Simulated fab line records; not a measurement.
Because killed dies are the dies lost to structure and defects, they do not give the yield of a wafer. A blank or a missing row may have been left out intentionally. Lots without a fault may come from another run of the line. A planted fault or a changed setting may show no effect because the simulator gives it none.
Problem report in the 8D (eight disciplines) form, filled by code    flow nand_harc    the parts of the form that need people (team, actions taken, sign-off) are left out

== 1. WHAT WENT WRONG ==
Wafers without a fault read 76.3 s, standard deviation 0.4; run_length_s at NHARC_A_SLIT_ETCH_29 reads a mean of 71.9 s on 3 wafers belonging to 3 lots. Measured from the usual mean, that is -11 standard deviations.
The step: etches the open film in CF4/O2, target depth 100 nm, overetch 10 nm, time 55 s.
Seen first at day 23 16:51 on rie_diel-02, wafer L754.1. At this step, 42 wafers from 15 lots have a number in the record. The rule behind "out" and "out of limits": a value lying over 4 standard deviations away from the usual mean. The rest of the wafers with a number are treated as sound.

== 2. WHAT IT IS, AND WHAT IT ISN'T ==
question                     is                      is not
which readings at this step  run_length_s            drypump_motor_current_A, mfc_ar_sccm, oes_product_au, showerhead_plenum_p_Torr, throttle_valve_pct
which lots                   L754, L757, L759        L748, L749, L750, L751, L752, L763, L764, L765, L766, L767, L768, L770
which wafers of those lots   L754.1, L757.3, L759.1  L754.4, L757.6, L759.6
read on which tools          rie_diel-02             rie_diel-01, rie_diel-08
when                         from day 23 16:51       up to then (16 sound wafers); but 23 sound wafers of L757, L759, L763, L764, L765, L766, L767, L768, L770 came after

== 3. SUSPECTS, AND WHAT RULES EACH OUT ==
Counting: any tool at a process step up to the reading remains a suspect provided it ran every lot that is out. Sound lots after the first of them don't rule it out here, since some wafers of a struck lot are sound.
- rie_diel-02 at NHARC_A_SLIT_ETCH_29 (etches the open film in CF4/O2, target depth 100 nm, overetch 10 nm, time 55 s): kept. Every lot that is out went through it, the first being L754 (day 23 16:51); the last sound lot it ran before that was L750 (day 21 02:44). Its own readings are out on those wafers: run_length_s.
The count leaves rie_diel-02 at NHARC_A_SLIT_ETCH_29.

== 4. THE CAUSE (what the simulator had put in) ==
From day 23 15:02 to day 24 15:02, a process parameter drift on rie_diel-02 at NHARC_A_SLIT_ETCH_29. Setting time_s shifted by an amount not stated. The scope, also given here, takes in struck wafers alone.
This tool alone remained once counting was done.

== 5. THE CHAIN OF EFFECTS, in route order ==
Rows list readings where the struck wafers' mean (over those with a number) sits beyond 3 standard deviations from the usual. Scope: only readings with a usual standard deviation given in the record; hours: median across lots of the time from each lot's start at the first step in this table that gives one to its start at this step; sigmas: change in usual standard deviations.
hours  step                  reading       usual   on struck wafers  change  sigmas
0      NHARC_A_SLIT_ETCH_29  run_length_s  76.3 s  71.9              -4.4    -11
Process steps it contains:
- NHARC_A_SLIT_ETCH_29: etches the open film in CF4/O2, target depth 100 nm, overetch 10 nm, time 55 s.
Readings that are blank on the struck wafers while sound wafers have them: rf_fwd_power_W at NHARC_A_SLIT_ETCH_29.

== 6. WHAT WOULD HAVE CAUGHT IT SOONER ==
In this record no reading fell out of limits until day 23 16:51, 2 hours after the fault had begun at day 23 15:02.
